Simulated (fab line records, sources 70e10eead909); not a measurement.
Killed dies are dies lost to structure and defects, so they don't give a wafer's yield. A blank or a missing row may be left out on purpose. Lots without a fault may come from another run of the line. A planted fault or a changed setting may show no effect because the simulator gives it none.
Chamber matching | flow nand_harc | NHARC_P_GATE_ETCH_104 on rie_diel-13: 4 sister chambers
The step etches the open film in CF4/CHF3, target depth 60 nm. 14 wafers are shown with their chamber, then 7 later ones without.

WAFERS WITH THEIR CHAMBER
wafer  | chamber | showerhead_plenum_p_Torr (Torr) | drypump_motor_current_A (A) | rf_vpp_V (V)
L310.1 | 0       | 1.67                            | 5.7                         | 373.6
L310.2 | 2       | 1.69                            | 5.2                         | 374.0
L310.4 | 3       | 1.53                            | 5.1                         | 368.5
L311.2 | 2       | 1.69                            | 5.2                         | 373.7
L311.3 | 1       | 1.51                            | 5.8                         | 369.3
L311.4 | 0       | 1.67                            | 5.7                         | 373.7
L312.2 | 1       | 1.51                            | 5.8                         | 368.6
L312.4 | 3       | 1.52                            | 5.1                         | 369.0
L312.5 | 1       | 1.51                            | 5.8                         | 367.4
L318.1 | 1       | 1.51                            | 5.8                         | 368.0
L318.2 | 0       | 1.67                            | 5.7                         | 373.7
L318.3 | 2       | 1.69                            | 5.2                         | 375.3
L319.3 | 1       | 1.51                            | 5.8                         | 368.2
L319.4 | 3       | 1.52                            | 5.0                         | 366.5

SIGNATURES (means of the wafers above)
reading                  | chamber 0 | chamber 1 | chamber 2 | chamber 3 | scatter within a chamber
showerhead_plenum_p_Torr | 1.6700    | 1.5100    | 1.6900    | 1.5233    | 0.00258
drypump_motor_current_A  | 5.700     | 5.800     | 5.200     | 5.067     | 0.0258
rf_vpp_V                 | 373.667   | 368.300   | 374.333   | 368.000   | 0.834
Rule: a wafer's distance from a chamber is the root of the sum, over the readings, of the square of ((its reading less the chamber's mean) divided by the reading's scatter). The wafer belongs to the nearest chamber; if the next one is less than 2 further off, it can't be placed. The scatter: the root of (the sum of the squares of (reading less its chamber's mean) over the shown wafers, divided by (wafers less chambers)).

WAFERS WITHOUT THEIR CHAMBER
wafer  | showerhead_plenum_p_Torr (Torr) | drypump_motor_current_A (A) | rf_vpp_V (V)
L319.6 | 1.51                            | 5.8                         | 368.9
L327.2 | 1.67                            | 5.6                         | 373.8
L327.3 | 1.51                            | 5.8                         | 367.1
L327.6 | 1.67                            | 5.7                         | 373.7
L329.1 | 1.67                            | 5.7                         | 374.1
L329.3 | 1.69                            | 5.2                         | 373.8
L329.6 | 1.51                            | 5.8                         | 368.6

WHICH CHAMBER EACH WENT THROUGH
wafer  | from the rows above | in truth
L319.6 | 1                   | 1
L327.2 | 0                   | 0
L327.3 | 1                   | 1
L327.6 | 0                   | 0
L329.1 | 0                   | 0
L329.3 | 2                   | 2
L329.6 | 1                   | 1
Placed correctly: 7 of 7. Can't be placed from these rows: 0. Placed wrongly: 0.
